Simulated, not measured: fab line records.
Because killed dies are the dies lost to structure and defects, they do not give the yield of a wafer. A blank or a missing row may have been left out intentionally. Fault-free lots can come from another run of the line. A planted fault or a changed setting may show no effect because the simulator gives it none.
One fault seen from 2 desks	flow nandHarc	each desk holds nothing but its own numbers, with what lay behind them at the end

## TOOL OWNER'S DESK, rieDiel-03
The tool's own readings at NHARC_A_BLC_ETCH_16 (etches the open film in CF4, target depth 39 nm, time 65 s): means of the sampled wafers that have a number, for each lot that ran on this tool. A lot is out of limits, marked OUT, if its mean lies more than 4 standard deviations from the usual mean; the brackets give that distance.
Columns: A = drypumpMotorCurrentA at NHARC_A_BLC_ETCH_16, usual 5.7 A; B = oesProductAu at NHARC_A_BLC_ETCH_16, usual 0.997 a.u.; C = rfVppV at NHARC_A_BLC_ETCH_16, usual 151.1 V; D = showerheadPlenumPTorr at NHARC_A_BLC_ETCH_16, usual 1.74 Torr; E = throttleValvePct at NHARC_A_BLC_ETCH_16, usual 13.284 %
lot	first seen here	A	B	C	D	E
L277	day 24 10:48	5.6	0.991	150.3	1.69	13.280
L282	day 26 17:05	5.9	0.990	150.8	1.73	13.279
L283	day 27 05:36	5.6	0.856 (-11) OUT	150.7	1.69	13.286
L285	day 27 07:43	5.6	0.861 (-10) OUT	150.7	1.74	13.284
L293	day 31 06:28	6.0	1.000	150.2	1.67	13.286
L294	day 31 07:40	5.8	0.983	150.3	1.72	13.291
L295	day 31 19:45	5.8	0.985	150.5	1.69	13.283
Finding of this desk: L283, L285 out of limits; the first was L283 at day 27 05:36, on oesProductAu at NHARC_A_BLC_ETCH_16. In limits: L277, L282, L293, L294, L295.

## AT THE METROLOGY DESK
What the gauges read for every lot (on any tool): the sampled wafers with a number, averaged. A lot is out of limits, marked OUT, if its mean lies more than 4 standard deviations from the usual mean; the brackets give that distance.
Columns: A = overlayXNm at NHARC_A_BLC_OVL_MEAS_11, usual -0.2 nm; B = overlayYNm at NHARC_A_BLC_OVL_MEAS_11, usual -0.1 nm
lot	first seen here	A	B
L274	day 23 02:37	-0.4	-0.9
L276	day 23 09:02	-0.8	0.6
L277	day 24 10:36	1.0	0.4
L278	day 25 07:10	-1.2	0.1
L280	day 25 22:37	-0.9	-0.9
L282	day 26 16:53	0.4	-1.2
L283	day 27 05:25	-0.1	0.9
L285	day 27 07:32	-1.4	-0.6
L286	day 28 04:23	-0.0	0.3
L293	day 31 06:17	-0.3	-0.8
L294	day 31 07:28	1.0	-0.8
L295	day 31 19:34	-0.2	-1.2
Finding of this desk: none of the 12 lots has anything out of limits.

## ALL TOGETHER
An alarm could have come from the tool owner's desk at day 27 05:36, on L283, L285.
At the metrology desk, nothing out of limits was observed.
The metrology desk holds a record of L283, L285, inside its limits.
Every lot named ran NHARC_A_BLC_ETCH_16 on rieDiel-03.

## WHAT THE SIMULATOR HAD PUT IN
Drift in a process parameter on rieDiel-03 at NHARC_A_BLC_ETCH_16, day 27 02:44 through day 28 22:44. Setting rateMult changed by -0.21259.
Lots struck among those shown: L283, L285.
Hours from the fault's start to each desk's first reading out of limits: the tool owner's desk, 3.
